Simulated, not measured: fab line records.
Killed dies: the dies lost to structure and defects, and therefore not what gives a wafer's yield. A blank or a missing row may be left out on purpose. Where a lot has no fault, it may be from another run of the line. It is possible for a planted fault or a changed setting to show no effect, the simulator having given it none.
Chamber matching    flow n5_finfet    rie_diel-02 running N5_BEOL_M6_ETCH_72: 4 sister chambers
The step etches underlayer in N2/H2, target depth 6.5 nm, time 5.2 s. 8 wafers are shown with their chamber, then 8 later ones without.

## WAFERS, EACH WITH ITS CHAMBER
wafer   chamber  throttle_valve_pct (%)  showerhead_plenum_p_Torr (Torr)
L078.6  0        18.0                    2.52
L088.1  2        18.2                    2.42
L088.2  0        18.1                    2.51
L088.3  3        18.0                    2.53
L087.3  1        17.5                    2.47
L087.5  3        18.0                    2.53
L087.6  2        18.2                    2.42
L090.1  1        17.5                    2.47

## WAFERS WITHOUT THEIR CHAMBER
wafer   throttle_valve_pct (%)  showerhead_plenum_p_Torr (Torr)
L090.2  18.1                    2.50
L090.5  18.1                    2.50
L093.1  17.5                    2.47
L093.4  18.0                    2.52
L093.6  18.1                    2.50
L097.3  18.1                    2.50
L097.4  18.1                    2.52
L097.6  18.1                    2.52

## WHICH CHAMBER EACH ONE RAN IN
wafer   from the rows above      in truth
L090.2  0                        0
L090.5  0                        0
L093.1  1                        1
L093.4  can't be placed: 0 or 3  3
L093.6  0                        0
L097.3  0                        0
L097.4  can't be placed: 0 or 3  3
L097.6  can't be placed: 0 or 3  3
Placed correctly: 5 of 8. Cannot be placed on the basis of these rows: 3; the candidates contain the true chamber in 3. Wrongly placed: 0.
How it was worked out, from the rows above alone: a wafer's distance from a chamber is the root of the sum, over the readings, of the square of ((its reading less the chamber's mean) divided by the reading's scatter). If the next closest chamber is less than 2 further off than the closest, the wafer can't be placed; otherwise it belongs to the closest. A chamber's mean is the mean of its shown wafers. The scatter: the root of (the sum of the squares of (reading less its chamber's mean) over the shown wafers, divided by (wafers less chambers)).
